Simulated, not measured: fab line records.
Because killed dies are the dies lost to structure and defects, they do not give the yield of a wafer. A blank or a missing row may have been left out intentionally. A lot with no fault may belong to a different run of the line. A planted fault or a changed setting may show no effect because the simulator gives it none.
fab line records	flow n5Finfet	part 2 of 2: steps 5 to 6 of 6
record lots=22	wafers=66	lastDay=22
route steps=1938 shown BEOL_M0_SAQP@656 BEOL_M0_CUTY@710 BEOL_M0@718
lots that met no fault: taken from a fault-free run of the same line
startH: the number of hours between the record's first day and the start of the first shown wafer of the lot	waitH: how many hours have passed since the lot's step before this one	" the same as in the row above	L1.1+2: a row that stands for several wafers	- no value, or no start was given	* or withheld: withheld	< > ~ a bound
route shown NAME@n: names a module that has steps shown in the file, with the first one's number in the route	usual: mean and standard deviation over wafers with no fault	same: alike in all rows	chamber/n: place in a boat	sites: each site's reading	_std_site: the values' standard deviation	_edge_site: the outer-site mean with the inner-site mean subtracted	radiusMm: how far each site lies from the wafer's centre	mask NAME#n: copy n	behind: tool/chamber where the wafer was last shaped	hold: cause of the lot's hold/its duration in hours/its outcome	device: names the non-switching transistor (n, p or np)	end of line: the route-end tests of the same wafers	a step with no rows: only its recipe	killed: dies lost to structure and defects at the first sort, not the wafer's yield	map: a wafer's dies, marking killed ones x, the rest . and places with no die _
set.NAME: the setting as run; set.NAME@STEP: as run at that earlier step	model.NAME: the simulator's own value behind a step, which no gauge read
one table for each step of the route and one row for each wafer, over a sample of lots
services: when a tool's chamber went out of use (startH, in hours from the record's first day, below 0 if earlier), for how many hours, and the reason
## steps
# step N5_BEOL_M0_CUTY_DESCUM_61
# recipe chemistry=O2	timeS=7.9	sourcePowerW=50	biasPowerW=20	pressureMtorr=20	rfFrequencyHz=2.712e+07	tempC=40	resist=CAR-ArF-block	o2FlowSccm=225
# usual drypumpMotorCurrentA=5.7/0.39	oesProductAu=0.79/0.1	rfVppV=243.3/1.5	showerheadPlenumPTorr=2.11/0.084	throttleValvePct=20.49/0.15
lot.wafer	tool	chamber	startH	waitH	drypumpMotorCurrentA	oesProductAu	rfHoursCounterH	rfVppV	showerheadPlenumPTorr	throttleValvePct
L074.1	rieDiel-04	0	116.33	0.0	6.1	0.69	236	241.0	1.97	20.57
L074.3	"	1	"	"	5.6	0.95	17	244.2	2.05	20.51
L074.5	"	1	"	"	5.6	0.94	-	242.1	2.05	20.50
L075.2	rieDiel-04	2	123.48	0.0	5.1	0.72	189	243.6	2.07	20.45
L075.4	"	1	"	"	5.5	0.94	19	242.0	2.05	20.52
L075.5	"	2	"	"	5.2	0.72	-	242.3	2.07	20.45
L076.4	rieDiel-04	2	129.57	0.2	5.2	0.72	191	243.6	2.07	20.43
L076.5	"	1	"	"	5.5	0.95	-	241.8	2.04	20.52
L076.6	"	0	"	"	6.1	0.69	-	241.2	1.97	20.56
L077.1	rieDiel-02	3	130.38	0.0	5.6	0.79	127	242.3	2.02	20.60
L077.4	"	2	"	"	5.7	0.82	79	245.5	2.20	20.47
L077.6	"	3	"	"	5.6	0.79	-	242.3	2.02	20.58
L078.4	rieDiel-04	0	135.95	0.0	6.1	0.68	243	241.9	1.97	20.57
L078.5	"	3	"	"	5.2	0.71	-	244.7	2.16	20.63
L078.6	"	2	"	"	5.2	0.71	-	242.9	2.07	20.48
L079.1	rieDiel-02	2	145.51	0.0	5.7	0.82	85	243.5	2.20	20.46
L079.3	"	1	"	"	5.8	0.75	154	244.7	2.18	20.41
L079.4	"	0	"	"	5.6	0.72	183	243.2	2.00	20.35
L080.3	rieDiel-02	1	149.19	0.1	5.8	0.75	155	245.5	2.18	20.40
L080.4	"	3	"	"	5.7	0.78	135	241.9	2.01	20.61
L080.5	"	1	"	"	5.8	0.74	-	245.1	2.18	20.39
L081.1	rieDiel-05	3	153.65	0.0	6.6	0.72	182	243.2	2.18	20.58
L081.2	"	2	"	"	5.8	0.70	214	244.8	2.15	20.78
L081.4	"	0	"	"	6.3	0.94	7	243.2	2.14	20.34
L082.1	rieDiel-04	2	162.01	0.6	5.2	0.70	204	243.2	2.06	20.47
L082.3	"	1	"	"	5.6	0.91	34	242.5	2.04	20.53
L082.6	"	1	"	"	5.6	0.91	-	242.3	2.04	20.54
L083.2	rieDiel-02	3	172.43	0.0	5.6	0.78	143	241.8	2.01	20.62
L083.3	"	1	"	"	5.7	0.75	164	244.4	2.18	20.43
L083.4	"	2	"	"	5.6	0.80	94	244.3	2.19	20.48
L084.4	rieDiel-02	0	176.32	0.0	5.6	0.71	191	244.1	1.99	20.37
L084.5	"	0	"	"	5.6	0.71	-	240.5	1.99	20.39
L084.6	"	1	"	"	5.7	0.74	-	245.1	2.18	20.43
L086.3	rieDiel-04	1	186.80	0.1	5.6	0.89	44	243.2	2.04	20.54
L086.5	"	1	"	"	5.6	0.89	-	242.2	2.04	20.55
L086.6	"	0	"	"	6.1	0.99	-	245.7	2.23	20.22
L087.2	rieDiel-04	0	193.91	0.0	6.1	0.97	7	247.2	2.23	20.23
L087.4	"	1	"	"	5.6	0.90	47	243.2	2.04	20.55
L087.6	"	0	"	"	6.1	0.97	-	244.6	2.23	20.24
L089.1	rieDiel-05	3	203.15	0.0	6.5	0.69	200	245.3	2.17	20.59
L089.2	"	0	"	"	6.3	0.90	25	244.6	2.13	20.37
L089.3	"	2	"	"	5.8	0.69	232	243.7	2.15	20.80
L090.3	rieDiel-04	2	209.58	0.1	5.2	0.68	223	242.8	2.06	20.51
L090.5	"	0	"	"	6.1	0.95	-	245.3	2.23	20.24
L090.6	"	1	"	"	5.5	0.88	-	242.8	2.03	20.56
L091.1	rieDiel-04	0	215.79	0.1	6.1	0.94	16	244.5	2.23	20.25
L091.2	"	2	"	"	5.1	0.68	226	242.3	2.06	20.51
L091.3	"	1	"	"	5.5	0.88	56	241.7	2.03	20.57
L092.1	rieDiel-02	3	222.03	0.2	5.7	0.77	160	243.0	2.01	20.64
L092.2	"	0	"	"	5.6	0.71	207	241.3	1.99	20.40
L092.5	"	0	"	"	5.6	0.70	-	240.9	1.99	20.39
L093.1	rieDiel-05	1	224.39	0.0	5.4	0.93	17	244.7	2.23	20.19
L093.4	"	2	"	"	5.8	0.69	239	243.1	2.15	20.82
L093.5	"	1	"	"	5.4	0.93	-	243.8	2.23	20.19
L094.1	rieDiel-04	2	229.19	0.0	5.2	0.69	231	241.9	2.05	20.51
L094.5	"	3	"	"	5.1	1.02	-	244.0	2.15	20.30
L094.6	"	0	"	"	6.1	0.93	-	245.0	2.22	20.27
L095.4	rieDiel-05	2	237.25	0.0	5.8	0.68	244	242.7	2.14	20.81
L095.5	"	1	"	"	5.4	0.91	-	246.4	2.23	20.22
L095.6	"	0	"	"	6.3	0.87	-	244.2	2.13	20.38
L096.3	rieDiel-02	1	245.87	0.0	5.8	0.72	188	243.8	2.17	20.45
L096.4	"	2	"	"	5.6	0.78	118	243.8	2.19	20.51
L096.6	"	1	"	"	5.8	0.72	-	243.0	2.17	20.45
L097.3	rieDiel-04	2	255.88	0.0	5.2	0.67	239	242.6	2.05	20.52
L097.4	"	3	"	"	5.1	0.96	9	244.2	2.15	20.32
L097.5	"	2	"	"	5.2	0.67	-	242.2	2.05	20.51
# step N5_BEOL_M0_STRIP_104
# recipe chemistry=N2/H2	powerW=450	tempC=40	pressureMtorr=20	rfFrequencyHz=6e+07	overashFraction=0.3	biasPowerW=7	h2Frac=0.5	n2FlowSccm=200	h2FlowSccm=200
# usual drypumpMotorCurrentA=5.6/0.4	oesProductAu=0.79/0.11	rfVppV=59.4/1.6	showerheadPlenumPTorr=2.55/0.1	throttleValvePct=23.74/0.18
lot.wafer	tool	chamber	startH	waitH	drypumpMotorCurrentA	oesProductAu	rfHoursCounterH	rfVppV	showerheadPlenumPTorr	throttleValvePct
L074.1	rieDiel-04	2	126.59	0.0	5.2	0.72	190	59.2	2.51	23.52
L074.3	"	3	"	"	5.2	0.71	213	58.6	2.61	24.00
L074.5	"	1	"	"	5.6	0.95	-	62.5	2.49	23.81
L075.2	rieDiel-04	3	127.11	0.0	5.1	0.71	214	58.2	2.61	24.01
L075.4	"	1	"	"	5.6	0.94	20	60.2	2.49	23.80
L075.5	"	0	"	"	6.1	0.68	-	58.7	2.41	23.81
L077.1	rieDiel-05	2	131.52	0.0	5.8	0.70	208	56.4	2.62	23.82
L077.4	"	2	"	"	5.8	0.71	-	59.5	2.62	23.82
L077.6	"	3	"	"	6.5	0.73	-	60.7	2.63	23.63
L076.4	rieDiel-04	3	131.62	0.0	5.1	0.72	216	59.9	2.61	24.02
L076.5	"	2	"	"	5.1	0.72	-	56.7	2.51	23.50
L076.6	"	1	"	"	5.5	0.93	-	57.9	2.49	23.82
L078.4	rieDiel-04	3	138.82	0.0	5.1	0.70	219	61.0	2.61	24.05
L078.5	"	1	"	"	5.6	0.93	-	57.8	2.49	23.80
L078.6	"	0	"	"	6.1	0.70	-	59.8	2.40	23.84
L079.1	rieDiel-05	0	147.44	0.0	6.3	0.96	4	58.4	2.61	23.87
L079.3	"	1	"	"	5.4	0.67	246	59.3	2.41	24.03
L079.4	"	0	"	"	6.3	0.96	-	59.8	2.61	23.83
L080.3	rieDiel-02	2	151.03	0.0	5.6	0.82	87	59.4	2.68	23.98
L080.4	"	1	"	"	5.8	0.75	-	59.8	2.64	23.57
L080.5	"	2	"	"	5.6	0.82	-	59.2	2.68	23.96
L081.1	rieDiel-04	1	155.01	0.0	5.6	0.93	30	55.5	2.48	23.82
L081.2	"	0	"	"	6.1	0.69	249	58.5	2.40	23.83
L081.4	"	2	"	"	5.2	0.72	200	60.4	2.51	23.51
L082.1	rieDiel-02	1	165.51	0.0	5.7	0.74	161	58.3	2.64	23.59
L082.3	"	0	"	"	5.6	0.71	187	57.5	2.42	23.47
L082.6	"	0	"	"	5.6	0.72	-	58.9	2.42	23.48
L083.2	rieDiel-04	2	174.58	0.0	5.2	0.70	210	62.5	2.50	23.47
L083.3	"	1	"	"	5.6	0.91	40	59.6	2.48	23.84
L083.4	"	3	"	"	5.1	0.71	-	58.7	2.60	24.01
L084.4	rieDiel-04	2	178.00	0.0	5.2	0.69	212	61.3	2.50	23.51
L084.5	"	2	"	"	5.2	0.71	-	60.4	2.50	23.50
L084.6	"	3	"	"	5.1	0.71	-	60.0	2.60	24.01
L086.3	rieDiel-05	2	190.55	0.0	5.8	0.69	227	58.9	2.61	23.85
L086.5	"	2	"	"	5.8	0.69	-	58.5	2.61	23.87
L086.6	"	1	"	"	5.4	0.97	-	58.6	2.72	23.72
L087.2	rieDiel-05	1	197.12	0.0	5.4	0.95	7	62.7	2.72	23.72
L087.4	"	2	"	"	5.7	0.69	230	57.8	2.61	23.89
L087.6	"	2	"	"	5.8	0.68	-	61.4	2.61	23.87
L090.3	rieDiel-04	3	210.78	0.0	5.1	0.70	249	59.0	2.60	24.05
L090.5	"	3	"	"	5.1	0.70	-	61.8	2.60	24.06
L090.6	"	0	"	"	6.1	0.95	-	61.3	2.71	23.54
L089.1	rieDiel-04	2	213.35	0.0	5.1	0.70	225	58.9	2.50	23.54
L089.2	"	1	"	"	5.6	0.88	55	55.7	2.47	23.86
L089.3	"	0	"	"	6.1	0.94	15	60.8	2.71	23.57
L091.1	rieDiel-02	1	222.42	0.0	5.7	0.72	181	59.7	2.63	23.61
L091.2	"	2	"	"	5.7	0.78	111	59.5	2.67	23.97
L091.3	"	0	"	"	5.6	0.69	208	58.9	2.41	23.50
L092.1	rieDiel-04	0	224.45	0.0	6.1	0.93	21	60.0	2.71	23.57
L092.2	"	1	"	"	5.5	0.86	60	58.9	2.47	23.86
L092.5	"	0	"	"	6.1	0.94	-	59.4	2.71	23.57
L094.1	rieDiel-04	3	230.12	0.0	5.1	1.02	1	59.9	2.60	23.75
L094.5	"	3	"	"	5.1	1.03	-	59.0	2.60	23.73
L094.6	"	0	"	"	6.1	0.95	-	59.3	2.71	23.59
L093.1	rieDiel-02	3	233.51	0.0	5.6	0.75	163	58.1	2.43	23.84
L093.4	"	0	"	"	5.6	0.69	210	58.7	2.41	23.49
L093.5	"	0	"	"	5.6	0.70	-	58.1	2.41	23.52
L095.4	rieDiel-02	3	239.79	0.0	5.6	0.76	165	58.7	2.43	23.84
L095.5	"	0	"	"	5.6	0.70	-	60.6	2.41	23.50
L095.6	"	3	"	"	5.6	0.74	-	61.2	2.43	23.87
L096.3	rieDiel-04	0	251.86	0.0	6.1	0.91	29	60.5	2.71	23.59
L096.4	"	1	"	"	5.6	0.85	69	57.1	2.47	23.86
L096.6	"	0	"	"	6.1	0.92	-	59.0	2.71	23.59
L097.3	rieDiel-04	2	256.90	0.0	5.2	0.68	240	56.7	2.49	23.55
L097.4	"	1	"	"	5.6	0.85	70	61.4	2.47	23.88
L097.5	"	3	"	"	5.1	0.99	-	58.8	2.59	23.75
## services
tool	chamber	startH	hours	kind
aldSin-01	-	95.28	1.1	repair
rieDiel-03	3	106.94	1.8	repair
aldSin-03	2	112.53	13.7	repair
aldSin-03	0	118.27	20.1	repair
rieDiel-03	0	125.34	6.0	repair
rieDiel-05	1	126.71	2.8	repair
aldSin-01	3	140.26	2.1	repair
rieDiel-05	2	144.20	3.8	repair
rieDiel-01	2	154.65	6.9	repair
rieDiel-04	0	157.01	-	clean
rieDiel-04	0	157.01	-	consumableReplace:focusRing
rieDiel-04	0	157.01	-	consumableReplace:showerhead
rieDiel-04	0	157.01	20.0	scheduledDown
aldSin-02	3	170.47	2.3	repair
rieDiel-05	-	172.97	2.8	pm
aldSin-02	-	176.87	14.0	pm
rieDiel-01	0	189.86	5.1	repair
aldSin-01	0	199.07	7.3	repair
rieDiel-01	2	208.89	1.8	repair
rieDiel-01	-	225.35	2.8	pm
aldSin-01	1	227.25	4.3	repair
rieDiel-02	-	238.40	0.2	repair
rieDiel-02	0	251.28	2.0	repair
rieDiel-01	2	254.21	11.8	repair
